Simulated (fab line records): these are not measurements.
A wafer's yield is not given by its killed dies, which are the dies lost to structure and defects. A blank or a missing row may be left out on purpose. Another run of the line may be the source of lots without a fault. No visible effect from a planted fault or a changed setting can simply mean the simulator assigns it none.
Matching of chambers    flow n5 finfet    N5_BEOL_M0_SAQP_SPACER1_ALD_98 on ald sin-01 has 4 sister chambers
The step deposits SiO2, target thk 12.8 nm, pulse time 1 s, purge time 2 s. 7 wafers are shown with their chamber, then 11 later ones without.

## WAFERS, EACH WITH ITS CHAMBER
wafer   chamber  heater power w (W)  precursor pulse height rel
L079.4  0        450                 0.979
L084.1  2        393                 1.008
L085.6  1        499                 1.018
L089.1  3        447                 0.991
L089.4  2        411                 1.020
L089.6  1        499                 1.015
L091.1  3        445                 1.009

## WAFERS WHOSE CHAMBER IS MISSING
wafer   heater power w (W)  precursor pulse height rel
L091.2  499                 1.030
L091.4  392                 1.010
L092.2  496                 1.011
L092.4  455                 0.988
L092.5  496                 1.000
L094.4  401                 1.004
L094.5  446                 0.978
L094.6  456                 0.990
L097.1  405                 0.981
L097.3  503                 0.974
L097.6  404                 1.018

## WHICH CHAMBER EACH ONE RAN IN
wafer   from the rows above      in truth
L091.2  1                        1
L091.4  2                        2
L092.2  1                        1
L092.4  can't be placed: 0 or 3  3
L092.5  1                        1
L094.4  2                        2
L094.5  can't be placed: 0 or 3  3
L094.6  can't be placed: 0 or 3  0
L097.1  2                        2
L097.3  1                        1
L097.6  2                        2
8 of 11 placed correctly. Unplaceable from these rows: 3, with the true chamber sitting among the candidates in 3. Placed wrongly: 0.
How it was worked out, from the rows above alone: a wafer's distance from a chamber is the root of the sum, over the readings, of the square of ((its reading less the chamber's mean) divided by the reading's scatter). The wafer belongs to the nearest chamber; if the next one is less than 2 further off, it can't be placed. For every chamber, the mean is computed from those of its wafers that are shown. How the scatter is found: for the shown wafers, subtract from each reading the mean of its chamber, square and add these, divide the total by (wafers less chambers), then take the root.
